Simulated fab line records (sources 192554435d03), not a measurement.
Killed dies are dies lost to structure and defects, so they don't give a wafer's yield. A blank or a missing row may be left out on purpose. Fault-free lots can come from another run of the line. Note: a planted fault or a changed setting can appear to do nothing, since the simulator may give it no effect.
Matching of chambers	flow n5 finfet	4 sister chambers for N5_BEOL_M14_STRIP_37 on rie diel-01
The step strips in O2. 4 wafers are shown with their chamber, then 7 later ones without.

WAFERS PAIRED WITH THEIR CHAMBERS
wafer	chamber	showerhead plenum p Torr (Torr)
L089.4	2	2.08
L089.5	1	2.21
L090.1	0	2.20
L090.2	3	2.09

WAFERS WITHOUT THEIR CHAMBER
wafer	showerhead plenum p Torr (Torr)
L090.3	2.07
L095.1	2.20
L095.4	2.20
L095.6	2.20
L096.1	2.07
L096.4	2.20
L096.6	2.08

WHICH CHAMBER EACH ONE RAN IN
wafer	from the rows above	in truth
L090.3	can't be placed: 2 or 3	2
L095.1	can't be placed: 0 or 1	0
L095.4	can't be placed: 0 or 1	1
L095.6	can't be placed: 0 or 1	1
L096.1	can't be placed: 2 or 3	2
L096.4	can't be placed: 0 or 1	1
L096.6	can't be placed: 2 or 3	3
Correctly placed: 0 of 7. Can't be placed from these rows: 7 (the true chamber is among the candidates in 7). Placed wrongly: 0.
How it was worked out, from the rows above alone: a wafer's distance from a chamber is the root of the sum, over the readings, of the square of ((its reading less the chamber's mean) divided by the reading's scatter). The wafer belongs to the nearest chamber; if the next one is less than 2 further off, it can't be placed. A chamber's mean is the mean of its shown wafers. The scatter: root of mean squared gap, hidden wafer to nearest shown wafer, with one shown wafer a chamber.
